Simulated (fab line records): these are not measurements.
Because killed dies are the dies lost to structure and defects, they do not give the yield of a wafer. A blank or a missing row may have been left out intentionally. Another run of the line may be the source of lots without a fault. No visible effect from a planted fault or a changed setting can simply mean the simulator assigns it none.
fab line records -- flow nand_harc
record: lots: 12, wafers: 36, last_day: 33
route steps=1302 shown P_ZERO_WELL@44 P_STI@83 P_GATE@143 END@1302
lots that met no fault: taken from a fault-free run of the same line
start_h: start of the lot's first displayed wafer, in hours after the record's first day -- wait_h: how many hours have passed since the lot's step before this one -- " unchanged from the row above -- L1.1+2: several wafers, shown together as one row -- - value missing, or start not given -- * or withheld: withheld -- < > ~ a bound
route shown NAME@n: a module of which the file shows steps, and the number in the route of the first -- usual: mean/standard deviation taken from wafers without a fault -- same: alike in all rows -- chamber/n: place in a boat -- sites: each site's reading -- _std_site: standard deviation of those values -- _edge_site: inner sites' mean taken away from outer sites' mean -- radius_mm: for every site, how far away it sits from the centre of the wafer -- mask NAME#n: copy n -- behind: the tool/chamber that last shaped the wafer -- hold: why the lot was held/for how many hours/how that ended -- device: the n, p or np transistor that did not switch -- end of line: the tests these same wafers got at the end of their route -- step lacking rows: just its recipe -- killed: dies that structure and defects cost at the first sort, which is not the same as the wafer's yield -- map: a wafer's dies, marking killed ones x, the rest . and places with no die _
set.NAME: the setting the step ran with; set.NAME@STEP: the setting that earlier step ran with -- model.NAME: the simulator's own value behind a step, which no gauge read
the route's steps for a sample of lots (tables are steps, rows are wafers)
services: a tool's chamber out of use, with start hour (start_h, from the record's first day; less than 0 if before it), hours out, and reason
== steps ==
step: NHARC_P_ZERO_WELL_CD_MEAS_37
recipe: target_cd_nm: 720, landing_energy_ev: 500
usual: cd_nm: 719.6/1.7
lot.wafer,tool,chamber,start_h,wait_h,cd_nm
L217.1,cd_sem-01,0,24.12,-,717.9
L217.3,cd_sem-01,0,24.12,-,714.9
L217.4,cd_sem-01,0,24.12,-,718.2
L219.2,cd_sem-01,0,44.17,-,718.5
L219.4,cd_sem-01,0,44.17,-,720.7
L219.5,cd_sem-01,0,44.17,-,720.6
L220.1,cd_sem-02,0,54.11,-,719.9
L220.2,cd_sem-02,0,54.11,-,718.8
L220.3,cd_sem-02,0,54.11,-,719.0
L221.4,cd_sem-02,0,64.37,-,720.5
L221.5,cd_sem-02,0,64.37,-,718.6
L221.6,cd_sem-02,0,64.37,-,723.0
L222.1,cd_sem-01,0,73.94,-,719.1
L222.4,cd_sem-01,0,73.94,-,720.0
L222.6,cd_sem-01,0,73.94,-,717.9
L229.1,cd_sem-01,0,144.21,-,719.7
L229.4,cd_sem-01,0,144.21,-,722.1
L229.5,cd_sem-01,0,144.21,-,719.2
L230.2,cd_sem-03,0,154.32,-,720.9
L230.3,cd_sem-03,0,154.32,-,718.4
L230.5,cd_sem-03,0,154.32,-,719.2
L232.1,cd_sem-03,0,174.14,-,720.9
L232.2,cd_sem-03,0,174.14,-,718.5
L232.6,cd_sem-03,0,174.14,-,720.7
L234.1,cd_sem-01,0,194.13,-,717.7
L234.3,cd_sem-01,0,194.13,-,716.8
L234.4,cd_sem-01,0,194.13,-,718.1
L235.1,cd_sem-02,0,203.84,-,721.6
L235.4,cd_sem-02,0,203.84,-,719.1
L235.6,cd_sem-02,0,203.84,-,720.1
L237.3,cd_sem-03,0,225.89,-,721.6
L237.4,cd_sem-03,0,225.89,-,721.3
L237.5,cd_sem-03,0,225.89,-,720.5
L240.1,cd_sem-02,0,254.13,-,722.3
L240.4,cd_sem-02,0,254.13,-,718.2
L240.5,cd_sem-02,0,254.13,-,720.7
step: NHARC_P_STI_CD_MEAS_09
recipe: target_cd_nm: 200, landing_energy_ev: 500
usual: cd_nm: 199.9/2.5
lot.wafer,tool,chamber,start_h,wait_h,cd_nm
L217.1,cd_sem-03,0,46.12,-,201.1
L217.3,cd_sem-03,0,46.12,-,201.4
L217.4,cd_sem-03,0,46.12,-,203.7
L219.2,cd_sem-03,0,66.99,-,202.8
L219.4,cd_sem-03,0,66.99,-,202.5
L219.5,cd_sem-03,0,66.99,-,202.0
L220.1,cd_sem-02,0,73.60,-,199.9
L220.2,cd_sem-02,0,73.60,-,201.6
L220.3,cd_sem-02,0,73.60,-,201.1
L221.4,cd_sem-01,0,83.19,-,197.6
L221.5,cd_sem-01,0,83.19,-,197.7
L221.6,cd_sem-01,0,83.19,-,196.2
L222.1,cd_sem-01,0,92.36,-,201.9
L222.4,cd_sem-01,0,92.36,-,200.9
L222.6,cd_sem-01,0,92.36,-,201.4
L229.1,cd_sem-01,0,162.75,-,199.0
L229.4,cd_sem-01,0,162.75,-,198.7
L229.5,cd_sem-01,0,162.75,-,203.6
L230.2,cd_sem-03,0,173.48,-,201.4
L230.3,cd_sem-03,0,173.48,-,199.9
L230.5,cd_sem-03,0,173.48,-,198.6
L232.1,cd_sem-02,0,195.53,-,202.1
L232.2,cd_sem-02,0,195.53,-,200.5
L232.6,cd_sem-02,0,195.53,-,203.4
L234.1,cd_sem-01,0,213.04,-,198.1
L234.3,cd_sem-01,0,213.04,-,199.3
L234.4,cd_sem-01,0,213.04,-,199.8
L235.1,cd_sem-03,0,225.24,-,198.0
L235.4,cd_sem-03,0,225.24,-,200.7
L235.6,cd_sem-03,0,225.24,-,200.3
L237.3,cd_sem-01,0,245.49,-,195.8
L237.4,cd_sem-01,0,245.49,-,198.8
L237.5,cd_sem-01,0,245.49,-,196.5
L240.1,cd_sem-01,0,280.41,-,196.6
L240.4,cd_sem-01,0,280.41,-,199.5
L240.5,cd_sem-01,0,280.41,-,198.5
step: NHARC_P_STI_CD_MEAS_16
usual: cd_nm: 199.3/2.8
lot.wafer,tool,chamber,start_h,wait_h,cd_nm
L217.1,cd_sem-01,-,46.82,-,200.6
L217.3,cd_sem-01,-,46.82,-,200.3
L217.4,cd_sem-01,-,46.82,-,203.4
L219.2,cd_sem-02,-,67.69,-,203.2
L219.4,cd_sem-02,-,67.69,-,200.8
L219.5,cd_sem-02,-,67.69,-,200.4
L220.1,cd_sem-02,-,74.30,-,200.8
L220.2,cd_sem-02,-,74.30,-,201.6
L220.3,cd_sem-02,-,74.30,-,200.8
L221.4,cd_sem-02,-,83.89,-,198.7
L221.5,cd_sem-02,-,83.89,-,197.4
L221.6,cd_sem-02,-,83.89,-,195.8
L222.1,cd_sem-01,-,93.05,-,201.3
L222.4,cd_sem-01,-,93.05,-,200.7
L222.6,cd_sem-01,-,93.05,-,200.7
L229.1,cd_sem-02,-,163.45,-,197.2
L229.4,cd_sem-02,-,163.45,-,198.6
L229.5,cd_sem-02,-,163.45,-,202.8
L230.2,cd_sem-02,-,174.22,-,201.6
L230.3,cd_sem-02,-,174.22,-,200.8
L230.5,cd_sem-02,-,174.22,-,198.1
L232.1,cd_sem-01,-,196.23,-,203.6
L232.2,cd_sem-01,-,196.23,-,199.1
L232.6,cd_sem-01,-,196.23,-,204.8
L234.1,cd_sem-02,-,213.74,-,196.1
L234.3,cd_sem-02,-,213.74,-,198.6
L234.4,cd_sem-02,-,213.74,-,198.1
L235.1,cd_sem-02,-,225.94,-,197.1
L235.4,cd_sem-02,-,225.94,-,201.1
L235.6,cd_sem-02,-,225.94,-,200.6
L237.3,cd_sem-02,-,246.19,-,194.0
L237.4,cd_sem-02,-,246.19,-,197.4
L237.5,cd_sem-02,-,246.19,-,193.8
L240.1,cd_sem-02,-,281.11,-,197.3
L240.4,cd_sem-02,-,281.11,-,201.1
L240.5,cd_sem-02,-,281.11,-,199.6
step: NHARC_P_STI_STRIP_24
recipe: temp_c: 160, chemistry: H3PO4, material: Si3N4
usual: temp_c: 159.98/0.13
lot.wafer,tool,chamber,start_h,wait_h,temp_c
L217.4,wet_bench-06,6,65.89,0.0,159.83
L217.3,wet_bench-06,1,65.89,0.0,159.85
L217.1,wet_bench-06,3,65.89,0.0,159.91
L219.4,wet_bench-02,2,89.76,0.0,159.90
L219.5,wet_bench-02,4,89.76,0.0,160.03
L219.2,wet_bench-02,6,89.76,0.0,160.01
L220.3,wet_bench-06,6,95.87,0.0,160.07
L220.1,wet_bench-06,7,95.87,0.0,159.98
L220.2,wet_bench-06,1,95.87,0.0,160.04
L221.6,wet_bench-06,6,103.20,0.0,159.99
L221.4,wet_bench-06,7,103.20,0.0,160.24
L221.5,wet_bench-06,1,103.20,0.0,159.91
L222.4,wet_bench-06,4,110.60,0.0,160.25
L222.1,wet_bench-06,7,110.60,0.0,159.89
L222.6,wet_bench-06,0,110.60,0.0,160.02
L229.1,wet_bench-06,2,181.96,0.0,160.05
L229.5,wet_bench-06,6,181.96,0.0,159.67
L229.4,wet_bench-06,7,181.96,0.0,159.91
L230.3,wet_bench-05,3,194.91,0.0,159.88
L230.2,wet_bench-05,4,194.91,0.0,160.11
L230.5,wet_bench-05,6,194.91,0.0,159.98
L232.2,wet_bench-06,6,216.28,0.0,160.20
L232.1,wet_bench-06,1,216.28,0.0,160.08
L232.6,wet_bench-06,2,216.28,0.0,159.88
L234.3,wet_bench-02,2,236.41,0.0,160.10
L234.1,wet_bench-02,5,236.41,0.0,160.01
L234.4,wet_bench-02,6,236.41,0.0,159.93
L235.6,wet_bench-05,1,243.19,0.0,159.89
L235.4,wet_bench-05,2,243.19,0.0,160.17
L235.1,wet_bench-05,3,243.19,0.0,159.99
L237.3,wet_bench-06,5,270.65,0.0,159.74
L237.4,wet_bench-06,7,270.65,0.0,159.84
L237.5,wet_bench-06,1,270.65,0.0,160.23
L240.1,wet_bench-06,2,301.95,0.0,159.98
L240.5,wet_bench-06,4,301.95,0.0,159.92
L240.4,wet_bench-06,6,301.95,0.0,160.10
step: NHARC_P_STI_INSPECT_25
usual: raw_defect_count: 213/84
lot.wafer,tool,chamber,start_h,wait_h,raw_defect_count
L217.1,defect_inspect-02,-,75.46,0.4,247
L217.3,defect_inspect-02,-,75.46,0.4,172
L217.4,defect_inspect-02,-,75.46,0.4,214
L219.2,defect_inspect-01,-,99.19,0.4,218
L219.4,defect_inspect-01,-,99.19,0.4,236
L219.5,defect_inspect-01,-,99.19,0.4,141
L220.1,defect_inspect-01,-,105.92,0.4,936
L220.2,defect_inspect-01,-,105.92,0.4,197
L220.3,defect_inspect-01,-,105.92,0.4,168
L221.4,defect_inspect-02,-,110.83,0.4,851
L221.5,defect_inspect-02,-,110.83,0.4,107
L221.6,defect_inspect-02,-,110.83,0.4,99
L222.1,defect_inspect-01,-,120.75,0.4,903
L222.4,defect_inspect-01,-,120.75,0.4,274
L222.6,defect_inspect-01,-,120.75,0.4,160
L229.1,defect_inspect-01,-,190.09,0.4,200
L229.4,defect_inspect-01,-,190.09,0.4,304
L229.5,defect_inspect-01,-,190.09,0.4,234
L230.2,defect_inspect-02,-,203.86,0.4,267
L230.3,defect_inspect-02,-,203.86,0.4,251
L230.5,defect_inspect-02,-,203.86,0.4,380
L232.1,defect_inspect-01,-,221.88,0.4,105
L232.2,defect_inspect-01,-,221.88,0.4,194
L232.6,defect_inspect-01,-,221.88,0.4,161
L234.1,defect_inspect-01,-,245.81,0.4,234
L234.3,defect_inspect-01,-,245.81,0.4,136
L234.4,defect_inspect-01,-,245.81,0.4,220
L235.1,defect_inspect-02,-,250.74,0.4,384
L235.4,defect_inspect-02,-,250.74,0.4,308
L235.6,defect_inspect-02,-,250.74,0.4,343
L237.3,defect_inspect-01,-,275.17,0.4,140
L237.4,defect_inspect-01,-,275.17,0.4,190
L237.5,defect_inspect-01,-,275.17,0.4,227
L240.1,defect_inspect-02,-,314.97,0.4,174
L240.4,defect_inspect-02,-,314.97,0.4,108
L240.5,defect_inspect-02,-,314.97,0.4,239
step: NHARC_P_GATE_INSPECT_28
usual: raw_defect_count: 5.9/2.8
lot.wafer,tool,chamber,start_h,wait_h,raw_defect_count
L217.1,defect_inspect-01,-,97.80,0.0,5
L217.3,defect_inspect-01,-,97.80,0.0,3
L217.4,defect_inspect-01,-,97.80,0.0,5
L219.2,defect_inspect-02,-,123.68,0.0,10
L219.4,defect_inspect-02,-,123.68,0.0,9
L219.5,defect_inspect-02,-,123.68,0.0,5
L220.1,defect_inspect-01,-,128.38,0.0,763
L220.2,defect_inspect-01,-,128.38,0.0,4
L220.3,defect_inspect-01,-,128.38,0.0,4
L221.4,defect_inspect-02,-,134.15,0.0,734
L221.5,defect_inspect-02,-,134.15,0.0,6
L221.6,defect_inspect-02,-,134.15,0.0,10
L222.1,defect_inspect-01,-,149.02,0.0,718
L222.4,defect_inspect-01,-,149.02,0.0,2
L222.6,defect_inspect-01,-,149.02,0.0,2
L229.1,defect_inspect-02,-,215.52,0.0,8
L229.4,defect_inspect-02,-,215.52,0.0,4
L229.5,defect_inspect-02,-,215.52,0.0,3
L230.2,defect_inspect-01,-,226.67,0.0,5
L230.3,defect_inspect-01,-,226.67,0.0,3
L230.5,defect_inspect-01,-,226.67,0.0,3
L232.1,defect_inspect-01,-,246.23,0.0,7
L232.2,defect_inspect-01,-,246.23,0.0,6
L232.6,defect_inspect-01,-,246.23,0.0,2
L234.1,defect_inspect-01,-,271.92,0.0,9
L234.3,defect_inspect-01,-,271.92,0.0,6
L234.4,defect_inspect-01,-,271.92,0.0,7
L235.1,defect_inspect-01,-,278.15,0.0,8
L235.4,defect_inspect-01,-,278.15,0.0,6
L235.6,defect_inspect-01,-,278.15,0.0,5
L237.3,defect_inspect-02,-,297.86,0.0,7
L237.4,defect_inspect-02,-,297.86,0.0,8
L237.5,defect_inspect-02,-,297.86,0.0,13
L240.1,defect_inspect-02,-,337.25,0.0,2
L240.4,defect_inspect-02,-,337.25,0.0,5
L240.5,defect_inspect-02,-,337.25,0.0,2
step: NHARC_P_GATE_INSPECT_68
usual: raw_defect_count: 200/76
lot.wafer,tool,chamber,start_h,wait_h,raw_defect_count
L217.1,defect_inspect-01,-,116.25,0.2,181
L217.3,defect_inspect-01,-,116.25,0.2,144
L217.4,defect_inspect-01,-,116.25,0.2,175
L219.2,defect_inspect-02,-,144.17,0.1,176
L219.4,defect_inspect-02,-,144.17,0.1,266
L219.5,defect_inspect-02,-,144.17,0.1,117
L220.1,defect_inspect-02,-,146.84,0.2,954
L220.2,defect_inspect-02,-,146.84,0.2,194
L220.3,defect_inspect-02,-,146.84,0.2,145
L221.4,defect_inspect-02,-,152.65,0.1,830
L221.5,defect_inspect-02,-,152.65,0.1,120
L221.6,defect_inspect-02,-,152.65,0.1,101
L222.1,defect_inspect-01,-,167.50,0.2,874
L222.4,defect_inspect-01,-,167.50,0.2,203
L222.6,defect_inspect-01,-,167.50,0.2,115
L229.1,defect_inspect-02,-,233.93,0.2,228
L229.4,defect_inspect-02,-,233.93,0.2,355
L229.5,defect_inspect-02,-,233.93,0.2,290
L230.2,defect_inspect-01,-,245.08,0.1,202
L230.3,defect_inspect-01,-,245.08,0.1,219
L230.5,defect_inspect-01,-,245.08,0.1,308
L232.1,defect_inspect-01,-,264.63,0.2,102
L232.2,defect_inspect-01,-,264.63,0.2,193
L232.6,defect_inspect-01,-,264.63,0.2,171
L234.1,defect_inspect-01,-,290.09,0.2,262
L234.3,defect_inspect-01,-,290.09,0.2,150
L234.4,defect_inspect-01,-,290.09,0.2,212
L235.1,defect_inspect-02,-,299.46,0.2,394
L235.4,defect_inspect-02,-,299.46,0.2,256
L235.6,defect_inspect-02,-,299.46,0.2,276
L237.3,defect_inspect-01,-,316.21,0.1,136
L237.4,defect_inspect-01,-,316.21,0.1,201
L237.5,defect_inspect-01,-,316.21,0.1,211
L240.1,defect_inspect-02,-,355.51,0.2,163
L240.4,defect_inspect-02,-,355.51,0.2,97
L240.5,defect_inspect-02,-,355.51,0.2,232
step: NHARC_END_SORT_01
recipe: temp_c: 25
usual: killed_at_array: 54/17, killed_at_other: 1.0/1.4, killed_at_periphery: 3.6/2.1, killed_dies: 58/17, killed_open: 3.2/2, killed_short: 2.5/1.5
same: gross_dies: 677
lot.wafer,tool,chamber,start_h,wait_h,killed_at_array,killed_at_other,killed_at_periphery,killed_dies,killed_open,killed_short
L220.1,prober-01,0,578.88,2.5,46,0,40,86,5,2
L220.2,prober-01,0,579.69,2.8,29,0,3,32,1,4
L220.3,prober-01,0,580.50,3.1,45,0,7,52,2,2
L221.4,prober-02,0,603.12,3.4,29,5,37,71,2,1
L221.5,prober-02,0,603.92,3.7,51,4,5,60,5,2
L221.6,prober-02,0,604.72,4.0,31,3,5,39,2,2
L222.1,prober-01,0,617.98,2.5,37,1,33,71,0,3
L222.4,prober-01,0,620.38,3.4,54,1,1,56,2,2
L222.6,prober-01,0,621.98,4.0,39,0,1,40,3,1
L230.3,prober-02,0,697.59,3.1,68,0,0,68,1,3
killed by level:class
L220.1 P_STI:unspecified=37 A_CHANNEL_HOLE_D2:chamber_film_flake=31 A_ONON_D1:geometric_particle:open=2 P_M0:chamber_film_flake=2 A_CHANNEL_HOLE_D1:chamber_film_flake=2 A_CONTACT:chamber_film_flake=2 A_CHANNEL_FILL_D2:chamber_film_flake=2 P_CONTACT:geometric_particle:open=1
L220.2 A_CHANNEL_HOLE_D2:chamber_film_flake=10 A_CONTACT:chamber_film_flake=6 A_CHANNEL_HOLE_D1:chamber_film_flake=5 P_M0:chamber_film_flake=2 A_CHANNEL_HOLE_D1:geometric_particle:short=1 A_CHANNEL_FILL_D2:geometric_particle:short=1 A_WL_FILL:geometric_particle:short=1 A_WL_FILL:geometric_particle:open=1
L220.3 A_CHANNEL_HOLE_D2:chamber_film_flake=30 A_CONTACT:chamber_film_flake=6 P_M0:chamber_film_flake=5 A_CHANNEL_HOLE_D1:chamber_film_flake=2 A_CHANNEL_FILL_D1:chamber_film_flake=2 P_CONTACT:geometric_particle:open=1 A_ONON_D1:geometric_particle:open=1 A_CHANNEL_FILL_D2:geometric_particle:short=1
L221.4 P_STI:unspecified=33 A_CHANNEL_HOLE_D2:chamber_film_flake=11 A_STAIRCASE:chamber_film_flake=8 THIN_TSV:chamber_film_flake=5 P_ZERO_WELL:chamber_film_flake=2 A_CHANNEL_HOLE_D1:chamber_film_flake=2 A_CHANNEL_FILL_D1:chamber_film_flake=2 A_DECK1_JOINT:chamber_film_flake=2
L221.5 A_CHANNEL_HOLE_D2:chamber_film_flake=34 A_STAIRCASE:chamber_film_flake=5 THIN_TSV:chamber_film_flake=4 A_CONTACT:chamber_film_flake=3 P_CONTACT:geometric_particle:open=2 A_DECK1_JOINT:chamber_film_flake=2 A_CHANNEL_FILL_D2:chamber_film_flake=2 P_CONTACT:geometric_particle:short=1
L221.6 A_CHANNEL_HOLE_D2:chamber_film_flake=9 A_CHANNEL_FILL_D2:chamber_film_flake=5 A_STAIRCASE:chamber_film_flake=3 THIN_TSV:chamber_film_flake=3 P_ZERO_WELL:chamber_film_flake=2 P_GATE:chamber_film_flake=2 A_CHANNEL_HOLE_D1:chamber_film_flake=2 A_M0:chamber_film_flake=2
L222.1 P_STI:unspecified=32 A_SLIT:chamber_film_flake=21 A_CHANNEL_HOLE_D2:chamber_film_flake=6 A_CONTACT:chamber_film_flake=4 A_CHANNEL_HOLE_D2:geometric_particle:short=2 P_STI:geometric_particle:short=1 A_ZERO_WELL:chamber_film_flake=1 A_CHANNEL_HOLE_D1:chamber_film_flake=1
L222.4 A_SLIT:chamber_film_flake=36 A_ZERO_WELL:chamber_film_flake=4 A_CHANNEL_HOLE_D2:chamber_film_flake=4 A_CHANNEL_HOLE_D1:chamber_film_flake=3 A_STAIRCASE:chamber_film_flake=2 A_ONON_D1:geometric_particle:short=1 A_CHANNEL_FILL_D1:geometric_particle:open=1 A_BLC:geometric_particle:open=1
L222.6 A_SLIT:chamber_film_flake=28 A_CHANNEL_HOLE_D2:chamber_film_flake=4 A_STAIRCASE:chamber_film_flake=2 P_CONTACT:geometric_particle:open=1 A_ONON_D2:geometric_particle:short=1 A_ONON_D2:geometric_particle:open=1 A_M0:geometric_particle:open=1 A_ZERO_WELL:chamber_film_flake=1
L230.3 A_CHANNEL_HOLE_D2:chamber_film_flake=25 A_CHANNEL_HOLE_D1:chamber_film_flake=20 A_SGD_CUT:chamber_film_flake=7 A_CHANNEL_FILL_D2:chamber_film_flake=4 A_STAIRCASE:chamber_film_flake=2 A_SLIT:chamber_film_flake=2 A_WL_FILL:chamber_film_flake=2 A_ONON_D1:geometric_particle:short=1
== services ==
tool,chamber,start_h,hours,kind
wet_bench-02,-,68.00,8.0,pm
wet_bench-02,0,76.00,-,consumable_replace:bath
wet_bench-02,0,76.00,-,consumable_replace:filter
wet_bench-02,1,76.00,-,consumable_replace:bath
wet_bench-05,-,84.93,8.0,pm
wet_bench-06,-,193.60,8.0,pm
wet_bench-06,0,201.60,-,consumable_replace:bath
wet_bench-06,0,201.60,-,consumable_replace:filter
wet_bench-06,1,201.60,-,consumable_replace:bath
wet_bench-06,1,201.60,-,consumable_replace:filter
wet_bench-06,2,201.60,-,consumable_replace:bath
wet_bench-06,2,201.60,-,consumable_replace:filter
wet_bench-06,3,201.60,-,consumable_replace:bath
wet_bench-06,3,201.60,-,consumable_replace:filter
wet_bench-06,4,201.60,-,consumable_replace:bath
wet_bench-06,4,201.60,-,consumable_replace:filter
wet_bench-06,5,201.60,-,consumable_replace:bath
wet_bench-06,5,201.60,-,consumable_replace:filter
wet_bench-06,6,201.60,-,consumable_replace:bath
wet_bench-06,6,201.60,-,consumable_replace:filter
wet_bench-06,7,201.60,-,consumable_replace:bath
wet_bench-06,7,201.60,-,consumable_replace:filter
wet_bench-02,-,244.00,8.0,pm
wet_bench-05,-,260.93,8.0,pm
== key ==
first_sign: step: NHARC_P_STI_INSPECT_25, reading: raw_defect_count, direction: up, sigmas: 8.1, usual: 213, struck: 897
effect: step: NHARC_P_GATE_INSPECT_28, reading: raw_defect_count, direction: up, sigmas: 99+, usual: 5.9, struck: 738.3
effect: step: NHARC_P_GATE_INSPECT_68, reading: raw_defect_count, direction: up, sigmas: 9, usual: 200, struck: 886
effect: step: NHARC_END_SORT_01, reading: killed_at_periphery, direction: up, sigmas: 16, usual: 3.6, struck: 36.7
more_kills_born_at: NHARC_P_STI_STRIP_24@wet_bench-06: 102
met_at NHARC_P_STI_STRIP_24
struck_lots L220,L221,L222
struck_wafers L220.1,L221.4,L222.1
tester_left_out L220,L221,L222
not_acting_at NHARC_P_ZERO_WELL_CD_MEAS_37,NHARC_P_STI_CD_MEAS_09,NHARC_P_STI_CD_MEAS_16
fault: kind: chamber_particle_source, tool: wet_bench-06, chamber: 7, onset_h: 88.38, steps: NHARC_P_STI_STRIP_24, rate_per_visit_cm2: 1.1188, end_h: 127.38
tester_left_out: of these lots the tester's yield and bins aren't shown, on N5 and GAA mostly nor the transistor test; their killed dies are dies lost to structure and defects alone, not to doping, threshold or leakage, so they don't give the yield
